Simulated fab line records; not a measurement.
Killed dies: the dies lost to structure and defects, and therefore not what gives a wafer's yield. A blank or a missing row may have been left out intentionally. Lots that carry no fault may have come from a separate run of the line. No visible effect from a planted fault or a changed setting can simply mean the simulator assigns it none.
A struck lot beside a sound one | flow nand_harc | 15 steps out of a route of 1302
Sound: the wafers L294.1, L294.4, L294.5. Struck: wafers L308.3, L308.6 (left out: L308.4, a lot-mate that was not struck); the cause follows at the end.
For every step that has rows: the tool of each side, followed by ch and its chambers, followed by its first start. Under that, the readings that differ: sound wafers | struck wafers | difference of the means | sigmas: that difference in standard deviations of wafers without a fault.
alike: readings whose means differ by less than 2 such deviations, and words and numbers that are the same on both sides. not compared: withheld readings, readings that some wafer has no value for, bounds like >300 that may hide the same value, and numbers for which the record gives no deviation and whose values overlap.
The two part at a step that has a row with sigmas, a row that says differs or no value, or rows on one side only. Numbers that have no deviation but don't overlap get no sigmas and don't part them. Lack of a reading on every wafer of one side parts them only where that side has two or more wafers.

NHARC_A_DECK1_JOINT_ETCHBACK_07: etches the open film in HBr, target depth 105 nm, time 26.9 s.
  sound on rie_si-05 ch 0,1, day 11 20:05; struck on rie_si-03 ch 1,3, day 17 03:56
  reading               | sound             | struck      | difference | sigmas
  oes_product_au (a.u.) | 1.004 1.012 1.022 | 0.992 0.994 | -0.020     | -3
  run_length_s (s)      | 48.0 47.8 48.3    | 49.5 48.8   | +1.1       | +3
  alike: drypump_motor_current_A, throttle_valve_pct
  not compared: rf_hours_counter_h
then, 8 steps without rows for these wafers: NHARC_A_DECK1_JOINT_ETCH_25 (etches SiO2 in dHF, target depth 0.5 nm); NHARC_A_DECK1_JOINT_ETCH_19 (etches poly-Si in TMAH, target depth 3 nm); NHARC_A_DECK1_JOINT_ETCH_18 (etches SiO2 in dHF, target depth 3 nm); NHARC_A_DECK1_JOINT_WET_08 (chemistry H3PO4, time 86 s); NHARC_A_DECK1_JOINT_ETCH_09 (etches SiO2 in dHF, target depth 5 nm); NHARC_A_DECK1_JOINT_WET_10 (chemistry H3PO4, time 86 s); NHARC_A_DECK1_JOINT_ETCH_11 (etches SiO2 in dHF, target depth 35 nm); NHARC_A_DECK1_JOINT_CVD_12 (deposits poly-Si, target thk 90 nm, time 1800 s).
NHARC_A_DECK1_JOINT_CMP_13: polishes, target thk 51.023 nm.
  sound on cmp-03 ch 0,2,3, day 12 06:22; struck on cmp-01 ch 0,2, day 17 14:17
  reading                | sound          | struck  | difference | sigmas
  time_to_endpoint_s (s) | 12.3 12.0 12.7 | 5.5 6.2 | -6.5       | -2
  alike: motor_current_A
NHARC_A_DECK1_JOINT_THK_MEAS_14: measures by ellipsometry.
  struck on film_metro-01, day 17 14:29; sound on film_metro-01, day 12 06:35
  alike: thk_nm
after that, 1 step had no rows for these wafers: NHARC_A_DECK1_JOINT_SRD_04.
NHARC_A_DECK1_JOINT_ETCHBACK_00: etches the open film in HBr, target depth 30 nm, time 17.4 s.
  sound on rie_si-01 ch 0,3, day 12 06:43; struck on rie_si-05 ch 0, day 17 14:37
  reading          | sound          | struck    | difference | sigmas
  run_length_s (s) | 39.1 39.0 38.6 | 35.0 35.2 | -3.8       | -11
  alike: drypump_motor_current_A, oes_product_au, throttle_valve_pct
  not compared: rf_hours_counter_h
then, 2 steps without rows for these wafers: NHARC_A_DECK1_JOINT_PRECLEAN_30 (cleans in SC1); NHARC_END_SORT_01.

## WHERE THEY PART
First at NHARC_A_DECK1_JOINT_ETCHBACK_07; last, within this record, at NHARC_A_DECK1_JOINT_ETCHBACK_00.

WHY: what the simulator had put in
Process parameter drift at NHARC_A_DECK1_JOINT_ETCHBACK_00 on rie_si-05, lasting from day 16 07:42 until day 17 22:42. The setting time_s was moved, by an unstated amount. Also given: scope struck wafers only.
